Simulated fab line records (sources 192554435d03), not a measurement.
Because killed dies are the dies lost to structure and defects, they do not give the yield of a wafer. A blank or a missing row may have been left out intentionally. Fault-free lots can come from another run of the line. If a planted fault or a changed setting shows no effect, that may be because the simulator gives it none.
Split-lot experiment || flow n5Finfet || on a route of 1938 steps: 7 lots, 39 wafers read

THE SPLIT
At N5_BEOL_M5_ILD_DEP_00 (deposits SiCOH lowk from DEMS/porogen, target thk 140.64 nm, time 25.9 s), the setting timeS was moved away from the recipe's 25.9 s on 15 of the 39 wafers read, by -40.1% to +39.2%. This setting was run at the recipe's value on the other wafers.

FROM SPLIT TO READING: 1 step shown by the file between the two
- N5_BEOL_M5_CURE_79: cures SiCOH lowk, time 240 s

THE READING
M5_ILD_THK in nanometres, read at N5_BEOL_M5_THK_MEAS_01. On this fab line, fault-free wafers typically give 121.1 nm with a standard deviation of 1.5 nm.

{"wafer": "L074.1", "tool, chamber at the split": "pecvd-03, 2", "timeS as run, s": 36.05, "against the recipe": "+39.2%", "M5_ILD_THK, nm": 165.6, "against lot-mates on the recipe": "+44.3"}
{"wafer": "L074.2", "tool, chamber at the split": "pecvd-03, 0", "timeS as run, s": 36.05, "against the recipe": "+39.2%", "M5_ILD_THK, nm": 165.1, "against lot-mates on the recipe": "+43.8"}
{"wafer": "L074.3", "tool, chamber at the split": "pecvd-03, 1", "timeS as run, s": 25.9, "against the recipe": "recipe", "M5_ILD_THK, nm": 120.9, "against lot-mates on the recipe": "-"}
{"wafer": "L074.4", "tool, chamber at the split": "pecvd-03, 2", "timeS as run, s": 25.9, "against the recipe": "recipe", "M5_ILD_THK, nm": 122.9, "against lot-mates on the recipe": "-"}
{"wafer": "L074.5", "tool, chamber at the split": "pecvd-03, 0", "timeS as run, s": 25.9, "against the recipe": "recipe", "M5_ILD_THK, nm": 120.0, "against lot-mates on the recipe": "-"}
{"wafer": "L074.6", "tool, chamber at the split": "pecvd-03, 1", "timeS as run, s": 36.05, "against the recipe": "+39.2%", "M5_ILD_THK, nm": 167.8, "against lot-mates on the recipe": "+46.5"}
{"wafer": "L077.1", "tool, chamber at the split": "pecvd-02, 2", "timeS as run, s": 34.51, "against the recipe": "+33.2%", "M5_ILD_THK, nm": 160.2, "against lot-mates on the recipe": "+37.6"}
{"wafer": "L077.2", "tool, chamber at the split": "pecvd-02, 0", "timeS as run, s": 25.9, "against the recipe": "recipe", "M5_ILD_THK, nm": 121.0, "against lot-mates on the recipe": "-"}
{"wafer": "L077.3", "tool, chamber at the split": "pecvd-02, 1", "timeS as run, s": 34.51, "against the recipe": "+33.2%", "M5_ILD_THK, nm": 159.9, "against lot-mates on the recipe": "+37.3"}
{"wafer": "L077.4", "tool, chamber at the split": "pecvd-02, 2", "timeS as run, s": 34.51, "against the recipe": "+33.2%", "M5_ILD_THK, nm": 162.2, "against lot-mates on the recipe": "+39.6"}
{"wafer": "L077.5", "tool, chamber at the split": "pecvd-02, 1", "timeS as run, s": 25.9, "against the recipe": "recipe", "M5_ILD_THK, nm": 123.0, "against lot-mates on the recipe": "-"}
{"wafer": "L077.6", "tool, chamber at the split": "pecvd-02, 0", "timeS as run, s": 25.9, "against the recipe": "recipe", "M5_ILD_THK, nm": 123.8, "against lot-mates on the recipe": "-"}
{"wafer": "L081.1", "tool, chamber at the split": "pecvd-03, 2", "timeS as run, s": 35.09, "against the recipe": "+35.5%", "M5_ILD_THK, nm": 161.3, "against lot-mates on the recipe": "+40.1"}
{"wafer": "L081.2", "tool, chamber at the split": "pecvd-03, 0", "timeS as run, s": 35.09, "against the recipe": "+35.5%", "M5_ILD_THK, nm": 161.0, "against lot-mates on the recipe": "+39.8"}
{"wafer": "L081.3", "tool, chamber at the split": "pecvd-03, 1", "timeS as run, s": 25.9, "against the recipe": "recipe", "M5_ILD_THK, nm": 120.3, "against lot-mates on the recipe": "-"}
{"wafer": "L081.4", "tool, chamber at the split": "pecvd-03, 1", "timeS as run, s": 25.9, "against the recipe": "recipe", "M5_ILD_THK, nm": 122.5, "against lot-mates on the recipe": "-"}
{"wafer": "L081.5", "tool, chamber at the split": "pecvd-03, 0", "timeS as run, s": 35.09, "against the recipe": "+35.5%", "M5_ILD_THK, nm": 164.4, "against lot-mates on the recipe": "+43.2"}
{"wafer": "L081.6", "tool, chamber at the split": "pecvd-03, 2", "timeS as run, s": 25.9, "against the recipe": "recipe", "M5_ILD_THK, nm": 120.8, "against lot-mates on the recipe": "-"}
{"wafer": "L082.1", "tool, chamber at the split": "pecvd-03, 1", "timeS as run, s": 32.56, "against the recipe": "+25.7%", "M5_ILD_THK, nm": 149.6, "against lot-mates on the recipe": "+27.9"}
{"wafer": "L082.2", "tool, chamber at the split": "pecvd-03, 0", "timeS as run, s": 25.9, "against the recipe": "recipe", "M5_ILD_THK, nm": 119.9, "against lot-mates on the recipe": "-"}
{"wafer": "L082.3", "tool, chamber at the split": "pecvd-03, 1", "timeS as run, s": 25.9, "against the recipe": "recipe", "M5_ILD_THK, nm": 123.2, "against lot-mates on the recipe": "-"}
{"wafer": "L082.4", "tool, chamber at the split": "pecvd-03, 0", "timeS as run, s": 32.56, "against the recipe": "+25.7%", "M5_ILD_THK, nm": 151.7, "against lot-mates on the recipe": "+30.0"}
{"wafer": "L082.5", "tool, chamber at the split": "pecvd-03, 1", "timeS as run, s": 32.56, "against the recipe": "+25.7%", "M5_ILD_THK, nm": 152.5, "against lot-mates on the recipe": "+30.8"}
{"wafer": "L082.6", "tool, chamber at the split": "pecvd-03, 0", "timeS as run, s": 25.9, "against the recipe": "recipe", "M5_ILD_THK, nm": 121.9, "against lot-mates on the recipe": "-"}
{"wafer": "L085.1", "tool, chamber at the split": "pecvd-02, 1", "timeS as run, s": 25.9, "against the recipe": "recipe", "M5_ILD_THK, nm": 122.9, "against lot-mates on the recipe": "-"}
{"wafer": "L085.2", "tool, chamber at the split": "pecvd-02, 0", "timeS as run, s": 25.9, "against the recipe": "recipe", "M5_ILD_THK, nm": 123.2, "against lot-mates on the recipe": "-"}
{"wafer": "L085.3", "tool, chamber at the split": "pecvd-02, 2", "timeS as run, s": 25.9, "against the recipe": "recipe", "M5_ILD_THK, nm": 121.3, "against lot-mates on the recipe": "-"}
{"wafer": "L085.4", "tool, chamber at the split": "pecvd-02, 0", "timeS as run, s": 25.9, "against the recipe": "recipe", "M5_ILD_THK, nm": 124.9, "against lot-mates on the recipe": "-"}
{"wafer": "L085.5", "tool, chamber at the split": "pecvd-02, 1", "timeS as run, s": 25.9, "against the recipe": "recipe", "M5_ILD_THK, nm": 124.9, "against lot-mates on the recipe": "-"}
{"wafer": "L085.6", "tool, chamber at the split": "pecvd-02, 2", "timeS as run, s": 25.9, "against the recipe": "recipe", "M5_ILD_THK, nm": 124.5, "against lot-mates on the recipe": "-"}
{"wafer": "L084.2", "tool, chamber at the split": "pecvd-03, 2", "timeS as run, s": 25.9, "against the recipe": "recipe", "M5_ILD_THK, nm": 120.3, "against lot-mates on the recipe": "-"}
{"wafer": "L084.3", "tool, chamber at the split": "pecvd-03, 0", "timeS as run, s": 25.9, "against the recipe": "recipe", "M5_ILD_THK, nm": 120.0, "against lot-mates on the recipe": "-"}
{"wafer": "L084.5", "tool, chamber at the split": "pecvd-03, 2", "timeS as run, s": 25.9, "against the recipe": "recipe", "M5_ILD_THK, nm": 122.0, "against lot-mates on the recipe": "-"}
{"wafer": "L087.1", "tool, chamber at the split": "pecvd-02, 2", "timeS as run, s": 25.9, "against the recipe": "recipe", "M5_ILD_THK, nm": 119.0, "against lot-mates on the recipe": "-"}
{"wafer": "L087.2", "tool, chamber at the split": "pecvd-02, 1", "timeS as run, s": 15.52, "against the recipe": "-40.1%", "M5_ILD_THK, nm": 71.9, "against lot-mates on the recipe": -47.9}
{"wafer": "L087.3", "tool, chamber at the split": "pecvd-02, 0", "timeS as run, s": 25.9, "against the recipe": "recipe", "M5_ILD_THK, nm": 119.6, "against lot-mates on the recipe": "-"}
{"wafer": "L087.4", "tool, chamber at the split": "pecvd-02, 2", "timeS as run, s": 15.52, "against the recipe": "-40.1%", "M5_ILD_THK, nm": 73.6, "against lot-mates on the recipe": -46.2}
{"wafer": "L087.5", "tool, chamber at the split": "pecvd-02, 1", "timeS as run, s": 15.52, "against the recipe": "-40.1%", "M5_ILD_THK, nm": 73.1, "against lot-mates on the recipe": -46.7}
{"wafer": "L087.6", "tool, chamber at the split": "pecvd-02, 0", "timeS as run, s": 25.9, "against the recipe": "recipe", "M5_ILD_THK, nm": 120.7, "against lot-mates on the recipe": "-"}

THE FIT
A straight line over all 39 wafers: M5_ILD_THK changes by +1.17 nm for each +1% of timeS; r = +1.00; the points scatter about the line by 1.7 nm.
The same after taking each lot's own level away (the mean of its wafers on the recipe; 39 wafers): +1.16 nm for each +1%; r = +1.00; scatter 1.2 nm.
Per that fit: largest timeS move, reading shift of 46 nm.
Across the lots, their own levels run from 119.77 to 123.62 nm, a range of 2.6 times the standard deviation given above.
The two slopes are in agreement: the lot-to-lot level therefore moves the slope only a little.
Check: with one of the wafers moved furthest among these (-40.1%) left out of the fit, the line predicts -46.2 nm for it against its lot-mates. It came out at -47.9 nm against them.

ADDITIONAL SPLITS CARRIED BY THESE WAFERS
Other splits were also applied to these wafers ahead of the reading. Each is held against what the fit with the lots' levels taken away leaves over:
{"other split on the same wafers": "N5_BEOL_M1_TRENCH_ETCH_37 targetDepthA", "wafers away from the commonest value": 9, "r with M5_ILD_THK (lot level and that fit taken away)": "+0.05"}
{"other split on the same wafers": "N5_BEOL_M3_ILD_DEP_00 targetThkA", "wafers away from the commonest value": 18, "r with M5_ILD_THK (lot level and that fit taken away)": -0.19}

THE WHOLE CHAIN: every reading that the file lists as answering this split, in the file's order
{"step": "N5_BEOL_M5_ILD_DEP_00", "what it does": "deposits SiCOH lowk from DEMS/porogen, target thk 140.64 nm, time 25.9 s", "reading": "SiCOH_lowk_of_BEOL_M5_ILD_DEP_00.thkNm (the simulator's own value, which no gauge read)", "change (the file's fit)": "+1.33 nm for each +1% of the setting", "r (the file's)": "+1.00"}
{"step": "N5_BEOL_M5_CURE_79", "what it does": "cures SiCOH lowk, time 240 s", "reading": "SiCOH_lowk_of_BEOL_M5_ILD_DEP_00.thkNm (the simulator's own value, which no gauge read)", "change (the file's fit)": "+1.16 nm for each +1% of the setting", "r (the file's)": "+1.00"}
{"step": "N5_BEOL_M5_THK_MEAS_01", "what it does": "", "reading": "M5_ILD_THK", "change (the file's fit)": "+1.16 for each +1% of the setting", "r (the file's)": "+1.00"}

FILE'S OWN FIT
M5_ILD_THK changes by +1.16 nm for each +1% of timeS, r = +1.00.
